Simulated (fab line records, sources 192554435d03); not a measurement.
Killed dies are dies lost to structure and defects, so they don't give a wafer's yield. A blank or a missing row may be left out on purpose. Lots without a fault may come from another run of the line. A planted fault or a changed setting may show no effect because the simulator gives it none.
Which tool did it? | flow n5_finfet | 24 lots, 72 wafers sampled, at 6 steps of a route of 1938

WHAT THE GAUGES READ, wafer by wafer
N5_BEOL_M10_INSPECT_13: inspects for defects (brightfield).
lot  | measured     | on                | raw_defect_count
L074 | day 11 03:32 | defect_inspect-02 | 450 307 414
L075 | day 11 03:48 | defect_inspect-01 | 433 422 526
L078 | day 13 03:37 | defect_inspect-01 | 377 304 404
L077 | day 13 08:03 | defect_inspect-01 | 764 535 700
L080 | day 14 03:30 | defect_inspect-02 | 486 411 404
L079 | day 14 03:46 | defect_inspect-02 | 707 357 368
L081 | day 14 11:18 | defect_inspect-02 | 315 276 347
L082 | day 14 18:10 | defect_inspect-02 | 431 568 388
L083 | day 15 03:23 | defect_inspect-02 | 293 320 342
L085 | day 15 17:22 | defect_inspect-01 | 299 340 275
L084 | day 15 17:53 | defect_inspect-01 | 414 386 330
L087 | day 15 18:09 | defect_inspect-02 | 398 281 485
L086 | day 15 18:20 | defect_inspect-02 | 510 527 481
L076 | day 16 01:44 | defect_inspect-02 | 405 560 684
L089 | day 16 01:48 | defect_inspect-02 | 285 392 346
L090 | day 16 09:55 | defect_inspect-02 | 439 446 478
L091 | day 17 00:35 | defect_inspect-02 | 514 528 421
L088 | day 17 04:32 | defect_inspect-02 | 541 458 337
L092 | day 17 04:49 | defect_inspect-02 | 338 451 379
L094 | day 17 09:42 | defect_inspect-02 | 390 354 379
L093 | day 17 10:04 | defect_inspect-02 | 504 474 332
L095 | day 17 11:27 | defect_inspect-02 | 365 407 361
L096 | day 17 16:43 | defect_inspect-02 | 314 382 370
L097 | day 17 20:36 | defect_inspect-02 | 553 281 357

N5_BEOL_M11_OVL_MEAS_12.
lot  | measured     | on         | M11_OVL (nm)
L074 | day 11 11:34 | overlay-02 | 0.7 -1.0 -0.5
L075 | day 11 11:40 | overlay-02 | -0.3 -0.7 -0.1
L078 | day 13 11:55 | overlay-02 | 0.8 -0.2 -0.5
L077 | day 13 14:59 | overlay-02 | -0.2 -2.2 0.3
L080 | day 14 09:39 | overlay-01 | -0.6 -1.1 -0.6
L079 | day 14 11:46 | overlay-02 | -1.2 0.5 -0.4
L081 | day 14 18:13 | overlay-01 | 0.5 0.4 -0.2
L082 | day 15 03:00 | overlay-02 | 0.0 0.1 -0.8
L083 | day 15 11:16 | overlay-02 | 0.7 -1.3 -2.2
L085 | day 16 00:14 | overlay-01 | -1.4 -0.8 -1.0
L084 | day 16 01:42 | overlay-02 | 0.1 0.5 -0.6
L087 | day 16 01:49 | overlay-02 | 0.1 -0.2 -0.1
L086 | day 16 04:45 | overlay-02 | 0.0 -0.6 -0.3
L076 | day 16 10:05 | overlay-01 | -0.3 0.3 0.3
L089 | day 16 09:55 | overlay-02 | -1.1 -1.1 0.1
L090 | day 16 19:03 | overlay-02 | -1.6 -1.7 -1.6
L091 | day 17 10:07 | overlay-02 | 0.1 -1.1 -0.7
L088 | day 17 16:05 | overlay-01 | -1.4 -2.0 -2.3
L092 | day 17 16:19 | overlay-01 | -0.3 -0.8 -1.4
L094 | day 17 23:29 | overlay-01 | -1.5 -0.6 -1.2
L093 | day 17 23:40 | overlay-02 | 1.0 1.0 0.6
L095 | day 17 20:37 | overlay-02 | -1.0 0.8 -0.1
L096 | day 18 00:09 | overlay-01 | -0.4 -1.7 -0.9
L097 | day 18 03:58 | overlay-02 | -2.2 -0.8 -1.1

N5_BEOL_M11_CD_MEAS_18: pitch 140 nm, target cd 70 nm.
lot  | measured     | on        | cd_nm (nm)
L074 | day 11 12:04 | cd_sem-03 | 69.9 69.2 69.8
L075 | day 11 12:10 | cd_sem-02 | 69.7 69.3 70.1
L078 | day 13 12:44 | cd_sem-01 | 70.7 70.7 71.5
L077 | day 13 15:47 | cd_sem-03 | 69.1 70.1 69.9
L080 | day 14 11:38 | cd_sem-03 | 69.3 69.7 69.6
L079 | day 14 12:32 | cd_sem-01 | 68.8 69.0 70.2
L081 | day 14 19:14 | cd_sem-01 | 70.3 70.2 70.0
L082 | day 15 05:38 | cd_sem-02 | 69.9 69.7 70.1
L083 | day 15 11:47 | cd_sem-02 | 69.7 69.3 69.4
L085 | day 16 00:45 | cd_sem-02 | 71.2 70.2 70.7
L084 | day 16 02:17 | cd_sem-03 | 68.6 69.6 69.5
L087 | day 16 02:25 | cd_sem-03 | 70.1 69.1 69.5
L086 | day 16 05:23 | cd_sem-02 | 70.2 70.0 71.1
L076 | day 16 10:37 | cd_sem-02 | 69.3 69.8 71.1
L089 | day 16 10:28 | cd_sem-01 | 70.2 70.5 71.4
L090 | day 16 20:13 | cd_sem-03 | 68.7 69.2 69.0
L091 | day 17 10:47 | cd_sem-03 | 70.5 70.4 70.2
L088 | day 17 17:02 | cd_sem-03 | 70.8 70.5 70.1
L092 | day 17 17:05 | cd_sem-02 | 69.4 70.0 69.4
L094 | day 18 00:17 | cd_sem-03 | 68.2 68.6 69.1
L093 | day 18 00:34 | cd_sem-01 | 70.7 70.4 70.9
L095 | day 17 21:15 | cd_sem-01 | 69.7 70.8 70.1
L096 | day 18 01:19 | cd_sem-03 | 69.8 69.5 69.8
L097 | day 18 04:53 | cd_sem-01 | 70.2 70.5 70.7

WHICH TOOL RAN EACH LOT (tool, then ch and the chambers of the sampled wafers, then the start)
lot  | N5_BEOL_M9_DEP_56               | N5_BEOL_M10_DESCUM_16              | N5_BEOL_M10_STRIP_77
L074 | pecvd-01 ch 0,1,2, day 10 22:38 | rie_diel-01 ch 0,2, day 11 03:34   | rie_diel-05 ch 0,1,2, day 11 11:34 or earlier
L075 | pecvd-04 ch 0,2, day 10 23:45   | rie_diel-03 ch 0,1, day 11 03:50   | rie_diel-03 ch 0,1, day 11 11:40 or earlier
L078 | pecvd-01 ch 0,2, day 13 00:21   | rie_diel-03 ch 1,2, day 13 03:41   | rie_diel-01 ch 0,1,3, day 13 11:55 or earlier
L077 | pecvd-01 ch 0,1,2, day 13 03:28 | rie_diel-01 ch 0,1, day 13 08:05   | rie_diel-03 ch 1,2,3, day 13 14:59 or earlier
L080 | pecvd-04 ch 1,2, day 13 23:13   | rie_diel-05 ch 0,1, day 14 03:32   | rie_diel-01 ch 0,2,3, day 14 09:39 or earlier
L079 | pecvd-04 ch 0,1,2, day 13 23:40 | rie_diel-01 ch 0,2,3, day 14 03:48 | rie_diel-03 ch 0,1,3, day 14 11:46 or earlier
L081 | pecvd-03 ch 0,1, day 14 09:53   | rie_diel-05 ch 0,3, day 14 11:20   | rie_diel-05 ch 0,1,2, day 14 18:13 or earlier
L082 | pecvd-04 ch 0,1,2, day 14 15:07 | rie_diel-05 ch 0,1,3, day 14 18:55 | rie_diel-05 ch 0,2,3, day 15 03:00 or earlier
L083 | pecvd-04 ch 0,1, day 15 01:04   | rie_diel-01 ch 0,1,3, day 15 03:25 | rie_diel-03 ch 0,3, day 15 11:16 or earlier
L085 | pecvd-03 ch 0,2, day 15 11:30   | rie_diel-01 ch 0,2,3, day 15 17:31 | rie_diel-01 ch 2,3, day 16 00:14 or earlier
L084 | pecvd-01 ch 1,2, day 15 12:22   | rie_diel-01 ch 0,2, day 15 17:58   | rie_diel-03 ch 0,1,2, day 16 01:42 or earlier
L087 | pecvd-01 ch 0,1,2, day 15 12:38 | rie_diel-01 ch 0,2, day 15 18:13   | rie_diel-05 ch 1,2,3, day 16 01:49 or earlier
L086 | pecvd-04 ch 0,1, day 15 13:08   | rie_diel-05 ch 0,2,3, day 15 18:22 | rie_diel-03 ch 0,1,2, day 16 04:45 or earlier
L076 | pecvd-01 ch 0,1,2, day 15 23:34 | rie_diel-03 ch 1,3, day 16 01:46   | rie_diel-03 ch 0,2, day 16 10:05 or earlier
L089 | pecvd-03 ch 0,1,2, day 15 23:55 | rie_diel-01 ch 2, day 16 01:50     | rie_diel-01 ch 0,2,3, day 16 09:55 or earlier
L090 | pecvd-03 ch 0,2, day 16 07:11   | rie_diel-03 ch 2,3, day 16 09:57   | rie_diel-01 ch 0,1,3, day 16 19:03 or earlier
L091 | pecvd-03 ch 0,1, day 16 22:23   | rie_diel-05 ch 0,3, day 17 00:37   | rie_diel-03 ch 0,1, day 17 10:07 or earlier
L088 | pecvd-01 ch 1,2, day 17 01:49   | rie_diel-01 ch 1,2,3, day 17 05:10 | rie_diel-01 ch 0,1,2, day 17 16:05 or earlier
L092 | pecvd-03 ch 1,2, day 17 02:18   | rie_diel-03 ch 1,2,3, day 17 05:11 | rie_diel-05 ch 1,2,3, day 17 16:19 or earlier
L094 | pecvd-03 ch 0,1,2, day 17 06:38 | rie_diel-05 ch 0,2,3, day 17 09:44 | rie_diel-05 ch 0,2, day 17 23:29 or earlier
L093 | pecvd-01 ch 0, day 17 06:46     | rie_diel-01 ch 1,2,3, day 17 10:06 | rie_diel-03 ch 0,1, day 17 23:40 or earlier
L095 | pecvd-03 ch 0,2, day 17 09:42   | rie_diel-03 ch 2,3, day 17 11:29   | rie_diel-05 ch 1,2, day 17 20:37 or earlier
L096 | pecvd-01 ch 0,1, day 17 11:54   | rie_diel-05 ch 0,1,2, day 17 17:13 | rie_diel-03 ch 1,2, day 18 00:09 or earlier
L097 | pecvd-01 ch 0,2, day 17 18:16   | rie_diel-01 ch 0,2,3, day 17 21:04 | rie_diel-01 ch 2,3, day 18 03:58 or earlier
- N5_BEOL_M9_DEP_56: deposits SiCN from 3MS/NH3, target thk 15 nm, time 26.5 s.
- N5_BEOL_M10_DESCUM_16: chemistry O2, time 7.9 s.
- N5_BEOL_M10_STRIP_77: strips in N2/H2, time 10 s.

WHAT THE TOOLS THEMSELVES READ (means of the sampled wafers that have a number; where no wafer has one, the mark that the record gives instead)
N5_BEOL_M9_DEP_56.
lot  | tool     | showerhead_plenum_p_Torr (Torr) | throttle_valve_pct (%)
L074 | pecvd-01 | 3.659                           | 8.7
L075 | pecvd-04 | 3.657                           | 9.2
L078 | pecvd-01 | 3.652                           | 9.1
L077 | pecvd-01 | 3.661                           | 8.6
L080 | pecvd-04 | 3.685                           | 9.9
L079 | pecvd-04 | 3.671                           | 9.4
L081 | pecvd-03 | 3.664                           | 9.1
L082 | pecvd-04 | 3.673                           | 9.5
L083 | pecvd-04 | 3.664                           | 9.4
L085 | pecvd-03 | 3.664                           | 8.9
L084 | pecvd-01 | 3.661                           | 8.7
L087 | pecvd-01 | 3.659                           | 8.7
L086 | pecvd-04 | 3.670                           | 10.1
L076 | pecvd-01 | 3.656                           | 8.7
L089 | pecvd-03 | 3.663                           | 9.0
L090 | pecvd-03 | 3.665                           | 9.0
L091 | pecvd-03 | 3.667                           | 9.2
L088 | pecvd-01 | 3.662                           | 8.4
L092 | pecvd-03 | 3.671                           | 8.8
L094 | pecvd-03 | 3.665                           | 8.9
L093 | pecvd-01 | 3.656                           | 9.0
L095 | pecvd-03 | 3.669                           | 8.8
L096 | pecvd-01 | 3.659                           | 8.7
L097 | pecvd-01 | 3.655                           | 9.0

N5_BEOL_M10_DESCUM_16.
lot  | tool        | drypump_motor_current_A (A) | oes_product_au (a.u.) | rf_vpp_V (V) | showerhead_plenum_p_Torr (Torr) | throttle_valve_pct (%)
L074 | rie_diel-01 | 5.7                         | 0.71                  | 243.3        | 2.09                            | 20.52
L075 | rie_diel-03 | 6.2                         | 0.82                  | 242.9        | 2.05                            | 20.35
L078 | rie_diel-03 | 6.5                         | 0.82                  | 244.0        | 2.12                            | 20.36
L077 | rie_diel-01 | 6.3                         | 0.76                  | 241.1        | 2.01                            | 20.46
L080 | rie_diel-05 | 5.6                         | 0.82                  | 243.2        | 2.07                            | 20.24
L079 | rie_diel-01 | 5.6                         | 0.71                  | 241.0        | 2.01                            | 20.48
L081 | rie_diel-05 | 5.4                         | 0.81                  | 243.2        | 2.07                            | 20.17
L082 | rie_diel-05 | 5.7                         | 0.83                  | 242.6        | 2.05                            | 20.20
L083 | rie_diel-01 | 5.9                         | 0.74                  | 241.2        | 1.97                            | 20.37
L085 | rie_diel-01 | 5.6                         | 0.80                  | 241.9        | 2.01                            | 20.41
L084 | rie_diel-01 | 5.9                         | 0.82                  | 241.8        | 2.04                            | 20.52
L087 | rie_diel-01 | 5.9                         | 0.81                  | 242.3        | 2.04                            | 20.53
L086 | rie_diel-05 | 5.5                         | 0.78                  | 243.6        | 2.10                            | 20.34
L076 | rie_diel-03 | 5.9                         | 0.87                  | 243.9        | 2.13                            | 20.51
L089 | rie_diel-01 | 5.4                         | 0.97                  | 243.8        | 2.13                            | 20.26
L090 | rie_diel-03 | 6.3                         | 0.82                  | 243.3        | 2.11                            | 20.61
L091 | rie_diel-05 | 5.4                         | 0.80                  | 242.7        | 2.05                            | 20.17
L088 | rie_diel-01 | 5.6                         | 0.80                  | 241.3        | 2.01                            | 20.27
L092 | rie_diel-03 | 6.3                         | 0.81                  | 243.2        | 2.12                            | 20.52
L094 | rie_diel-05 | 5.5                         | 0.85                  | 242.6        | 2.09                            | 20.23
L093 | rie_diel-01 | 5.6                         | 0.80                  | 242.3        | 2.01                            | 20.27
L095 | rie_diel-03 | 6.3                         | 0.81                  | 242.7        | 2.11                            | 20.64
L096 | rie_diel-05 | 5.8                         | 0.85                  | 243.8        | 2.09                            | 20.29
L097 | rie_diel-01 | 5.6                         | 0.78                  | 241.7        | 2.00                            | 20.44

N5_BEOL_M10_STRIP_77.
lot  | tool        | drypump_motor_current_A (A) | oes_product_au (a.u.) | rf_vpp_V (V) | showerhead_plenum_p_Torr (Torr) | throttle_valve_pct (%)
L074 | rie_diel-05 | 5.7                         | 0.82                  | 58.9         | 2.55                            | 23.54
L075 | rie_diel-03 | 6.2                         | 0.82                  | 59.1         | 2.50                            | 23.82
L078 | rie_diel-01 | 5.9                         | 0.76                  | 58.0         | 2.40                            | 23.40
L077 | rie_diel-03 | 6.3                         | 0.85                  | 58.7         | 2.58                            | 23.63
L080 | rie_diel-01 | 5.6                         | 0.71                  | 59.6         | 2.44                            | 23.48
L079 | rie_diel-03 | 6.0                         | 0.84                  | 58.9         | 2.54                            | 23.77
L081 | rie_diel-05 | 5.7                         | 0.79                  | 59.3         | 2.55                            | 23.57
L082 | rie_diel-05 | 5.5                         | 0.78                  | 58.5         | 2.55                            | 23.51
L083 | rie_diel-03 | 5.9                         | 0.83                  | 59.1         | 2.50                            | 23.99
L085 | rie_diel-01 | 5.3                         | 0.89                  | 58.5         | 2.50                            | 23.44
L084 | rie_diel-03 | 6.4                         | 0.80                  | 59.0         | 2.52                            | 23.71
L087 | rie_diel-05 | 5.8                         | 0.80                  | 58.9         | 2.51                            | 23.43
L086 | rie_diel-03 | 6.4                         | 0.79                  | 57.8         | 2.52                            | 23.72
L076 | rie_diel-03 | 6.2                         | 0.79                  | 58.9         | 2.48                            | 23.95
L089 | rie_diel-01 | 5.6                         | 0.80                  | 58.6         | 2.43                            | 23.46
L090 | rie_diel-01 | 5.9                         | 0.73                  | 59.1         | 2.39                            | 23.43
L091 | rie_diel-03 | 6.2                         | 0.77                  | 59.1         | 2.49                            | 23.88
L088 | rie_diel-01 | 6.0                         | 0.81                  | 59.0         | 2.49                            | 23.60
L092 | rie_diel-05 | 5.8                         | 0.87                  | 58.7         | 2.50                            | 23.34
L094 | rie_diel-05 | 5.5                         | 0.83                  | 58.8         | 2.56                            | 23.60
L093 | rie_diel-03 | 6.2                         | 0.77                  | 59.5         | 2.48                            | 23.87
L095 | rie_diel-05 | 5.8                         | 0.91                  | 58.3         | 2.56                            | 23.46
L096 | rie_diel-03 | 6.6                         | 0.77                  | 58.5         | 2.55                            | 23.61
L097 | rie_diel-01 | 5.3                         | 0.85                  | 59.4         | 2.49                            | 23.46

THE ANSWER, worked out from the rows above alone
Rule: what is usual is taken from the lots themselves. Put in order of their means at a reading, lots are off if they are a third of the lots or fewer, leave a main group of 4 or more, and stand apart from it by a gap of 3 or more times the standard deviation of the main group's means; of several such gaps the widest counts. A main group whose means are all the same, to the digits that the tables above print for the reading, isn't used. A lot without any number at a reading at which 4 lots or more have one is off too. The other lots that the step has rows for count as sound. The gauges are gone through in route order, then the tools' own readings, and for those a lot's mean is taken as printed above. The first step at which some lot is off is used, and at that step the reading that is off furthest; a lot without a number counts as furthest.
No lot is off at any reading shown: from this, nothing can be told.

WHAT THE SIMULATOR HAD PUT IN
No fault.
